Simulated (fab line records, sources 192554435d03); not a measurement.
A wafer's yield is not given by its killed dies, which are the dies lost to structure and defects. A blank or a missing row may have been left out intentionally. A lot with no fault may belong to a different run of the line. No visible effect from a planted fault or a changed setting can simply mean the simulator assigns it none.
Split-lot study || flow n5 finfet || 21 wafers read from 7 lots, route of 1938 steps

== THE SPLIT ==
At N5_DUMMY_GATE_EXPOSE_12 (exposes mask GATE, target cd 25 nm), the setting dose mj was moved away from the recipe's 34 on 3 of the 21 wafers read, by -6.7% to +7.4%. This setting was run at the recipe's value on the other wafers.

== FROM THE SPLIT TO THE READING: what the file shows between them, 2 steps ==
- N5_DUMMY_GATE_PEB_13: peb time 60 s
- N5_DUMMY_GATE_DEVELOP_14: develop time 30 s

== THE READING ==
Shown in nm: cd nm at N5_DUMMY_GATE_CD_MEAS_15, with target cd 25.8 nm. Typical for fault-free wafers on this fab line: 24.90 nm, with standard deviation 0.24 nm.

{"wafer": "L075.2", "tool, chamber at the split": "euv scanner-02, 0", "dose mj as run": 34, "against the recipe": "recipe", "cd nm, nm": 24.87, "against lot-mates on the recipe": "-"}
{"wafer": "L075.4", "tool, chamber at the split": "euv scanner-02, 0", "dose mj as run": 34, "against the recipe": "recipe", "cd nm, nm": 24.60, "against lot-mates on the recipe": "-"}
{"wafer": "L075.5", "tool, chamber at the split": "euv scanner-02, 0", "dose mj as run": 34, "against the recipe": "recipe", "cd nm, nm": 24.42, "against lot-mates on the recipe": "-"}
{"wafer": "L077.4", "tool, chamber at the split": "euv scanner-01, 0", "dose mj as run": 34, "against the recipe": "recipe", "cd nm, nm": 25.04, "against lot-mates on the recipe": "-"}
{"wafer": "L077.5", "tool, chamber at the split": "euv scanner-01, 0", "dose mj as run": 34, "against the recipe": "recipe", "cd nm, nm": 24.76, "against lot-mates on the recipe": "-"}
{"wafer": "L077.6", "tool, chamber at the split": "euv scanner-01, 0", "dose mj as run": 34.99, "against the recipe": "+2.9%", "cd nm, nm": 24.64, "against lot-mates on the recipe": -0.26}
{"wafer": "L078.1", "tool, chamber at the split": "euv scanner-02, 0", "dose mj as run": 34, "against the recipe": "recipe", "cd nm, nm": 25.19, "against lot-mates on the recipe": "-"}
{"wafer": "L078.3", "tool, chamber at the split": "euv scanner-02, 0", "dose mj as run": 34, "against the recipe": "recipe", "cd nm, nm": 25.07, "against lot-mates on the recipe": "-"}
{"wafer": "L078.5", "tool, chamber at the split": "euv scanner-02, 0", "dose mj as run": 34, "against the recipe": "recipe", "cd nm, nm": 24.68, "against lot-mates on the recipe": "-"}
{"wafer": "L081.2", "tool, chamber at the split": "euv scanner-01, 0", "dose mj as run": 31.73, "against the recipe": "-6.7%", "cd nm, nm": 26.38, "against lot-mates on the recipe": "+1.42"}
{"wafer": "L081.5", "tool, chamber at the split": "euv scanner-01, 0", "dose mj as run": 34, "against the recipe": "recipe", "cd nm, nm": 25.08, "against lot-mates on the recipe": "-"}
{"wafer": "L081.6", "tool, chamber at the split": "euv scanner-01, 0", "dose mj as run": 34, "against the recipe": "recipe", "cd nm, nm": 24.84, "against lot-mates on the recipe": "-"}
{"wafer": "L082.1", "tool, chamber at the split": "euv scanner-02, 0", "dose mj as run": 34, "against the recipe": "recipe", "cd nm, nm": 25.01, "against lot-mates on the recipe": "-"}
{"wafer": "L082.4", "tool, chamber at the split": "euv scanner-02, 0", "dose mj as run": 34, "against the recipe": "recipe", "cd nm, nm": 24.50, "against lot-mates on the recipe": "-"}
{"wafer": "L082.5", "tool, chamber at the split": "euv scanner-02, 0", "dose mj as run": 36.51, "against the recipe": "+7.4%", "cd nm, nm": 23.53, "against lot-mates on the recipe": -1.23}
{"wafer": "L084.2", "tool, chamber at the split": "euv scanner-01, 0", "dose mj as run": 34, "against the recipe": "recipe", "cd nm, nm": 25.02, "against lot-mates on the recipe": "-"}
{"wafer": "L084.3", "tool, chamber at the split": "euv scanner-01, 0", "dose mj as run": 34, "against the recipe": "recipe", "cd nm, nm": 24.48, "against lot-mates on the recipe": "-"}
{"wafer": "L084.6", "tool, chamber at the split": "euv scanner-01, 0", "dose mj as run": 34, "against the recipe": "recipe", "cd nm, nm": 24.43, "against lot-mates on the recipe": "-"}
{"wafer": "L086.1", "tool, chamber at the split": "euv scanner-02, 0", "dose mj as run": 34, "against the recipe": "recipe", "cd nm, nm": 25.18, "against lot-mates on the recipe": "-"}
{"wafer": "L086.2", "tool, chamber at the split": "euv scanner-02, 0", "dose mj as run": 34, "against the recipe": "recipe", "cd nm, nm": 25.06, "against lot-mates on the recipe": "-"}
{"wafer": "L086.3", "tool, chamber at the split": "euv scanner-02, 0", "dose mj as run": 34, "against the recipe": "recipe", "cd nm, nm": 24.80, "against lot-mates on the recipe": "-"}

FIT RESULTS
A straight line over all 21 wafers: cd nm changes by -0.192 nm for each +1% of dose mj; r = -0.86; the points scatter about the line by 0.27 nm.
The same after taking each lot's own level away (the mean of its wafers on the recipe; 21 wafers): -0.18 nm for each +1%; r = -0.90; scatter 0.21 nm.
That fit puts the effect of the largest move of dose mj on the reading at 1.3 nm.
The lots' own levels span 24.630 to 25.013 nm, that is 1.6 times the standard deviation above.
Consequently the slope shifts little with the lot-to-lot level, the two slopes agreeing.
Check: for one of the wafers moved furthest among these (+7.4%), held out of the fit, the line's prediction against its lot-mates is -1.39 nm. Against them it came out at -1.23 nm.

== OTHER SPLITS ON THESE WAFERS ==
Before the reading, these wafers also passed through other splits. Each is held against what the fit with the lots' levels taken away leaves over:
{"other split on the same wafers": "N5_WELL_APT_COAT_19 spin rpm", "wafers away from the commonest value": 7, "r with cd nm (lot level and that fit taken away)": "+0.10"}
{"other split on the same wafers": "N5_FIN_SAQP_EXPOSE_13 dose mj", "wafers away from the commonest value": 8, "r with cd nm (lot level and that fit taken away)": -0.24}
{"other split on the same wafers": "N5_FIN_SAQP_PEB_14 peb time s", "wafers away from the commonest value": 6, "r with cd nm (lot level and that fit taken away)": "+0.12"}

== THE FILE'S OWN FIT ==
cd nm changes by -0.179 nm for each +1% of dose mj, r = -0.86.
